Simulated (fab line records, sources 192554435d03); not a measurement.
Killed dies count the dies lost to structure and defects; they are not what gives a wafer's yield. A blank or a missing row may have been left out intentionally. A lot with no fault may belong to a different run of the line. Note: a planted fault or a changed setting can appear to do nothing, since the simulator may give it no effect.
Matching of chambers ; flow n5_finfet ; N5_FIN_CUT_CUT_ETCH_15 on rie_si-04 has 4 sister chambers
The step etches Si in HBr/Cl2/O2, target depth 100 nm, bt time 10 s, time 42.4 s. 30 wafers are shown with their chamber, then 12 later ones without.

## WAFERS PAIRED WITH THEIR CHAMBERS
wafer;chamber;drypump_motor_current_A (A);throttle_valve_pct (%);oes_product_au (a.u.)
L074.1;1;5.1;36.90;1.011
L074.2;2;5.8;37.31;1.013
L074.3;3;4.9;37.56;0.988
L075.1;0;5.6;37.29;0.998
L075.3;3;4.9;37.57;0.983
L075.5;2;5.8;37.29;1.013
L077.1;1;5.1;36.90;1.000
L077.3;3;4.9;37.56;0.990
L077.5;2;5.8;37.30;1.009
L078.1;0;5.6;37.27;0.996
L078.5;3;4.9;37.56;0.993
L078.6;2;5.8;37.29;1.004
L081.1;0;5.6;37.30;0.993
L081.3;1;5.0;36.90;0.998
L081.5;0;5.6;37.30;0.996
L082.2;3;4.9;37.55;1.003
L082.3;2;5.8;37.29;1.000
L082.5;0;5.6;37.29;0.997
L083.2;3;4.9;37.55;0.993
L083.3;1;5.1;36.89;1.005
L083.6;3;4.9;37.57;0.987
L089.1;3;4.9;37.56;0.986
L089.2;0;5.6;37.28;0.994
L089.3;1;5.1;36.89;1.004
L090.1;3;4.9;37.55;0.989
L090.5;1;5.1;36.90;1.006
L090.6;0;5.6;37.29;1.001
L092.1;2;5.8;37.30;1.011
L092.2;0;5.6;37.27;0.990
L092.4;1;5.1;36.90;1.008

SIGNATURES (means of the wafers above)
reading;chamber 0;chamber 1;chamber 2;chamber 3;scatter within a chamber
drypump_motor_current_A;5.600;5.086;5.800;4.900;0.0182
throttle_valve_pct;37.2863;36.8971;37.2967;37.5589;0.00867
oes_product_au;0.99562;1.00457;1.00833;0.99022;0.00481
Rule: a wafer lies at a distance from a chamber equal to the root of the sum of squares, over the readings, of (its reading less the chamber's mean, divided by the reading's scatter). If the next closest chamber is less than 2 further off than the closest, the wafer can't be placed; otherwise it belongs to the closest. The scatter: the root of (the sum of the squares of (reading less its chamber's mean) over the shown wafers, divided by (wafers less chambers)).

## WAFERS WHOSE CHAMBER IS MISSING
wafer;drypump_motor_current_A (A);throttle_valve_pct (%);oes_product_au (a.u.)
L093.3;5.1;36.91;1.010
L093.5;5.1;36.91;1.005
L093.6;5.6;37.27;0.996
L094.2;5.6;37.28;0.996
L094.5;5.8;37.28;1.007
L094.6;4.9;37.57;0.987
L095.1;5.6;37.29;0.988
L095.2;4.9;37.56;0.984
L095.4;5.1;36.88;1.005
L096.4;4.9;37.55;0.989
L096.5;5.6;37.29;0.993
L096.6;5.1;36.90;1.009

## CHAMBER TAKEN BY EACH
wafer;from the rows above;in truth
L093.3;1;1
L093.5;1;1
L093.6;0;0
L094.2;0;0
L094.5;2;2
L094.6;3;3
L095.1;0;0
L095.2;3;3
L095.4;1;1
L096.4;3;3
L096.5;0;0
L096.6;1;1
12 of 12 placed correctly. Can't be placed from these rows: 0. Wrongly placed: 0.
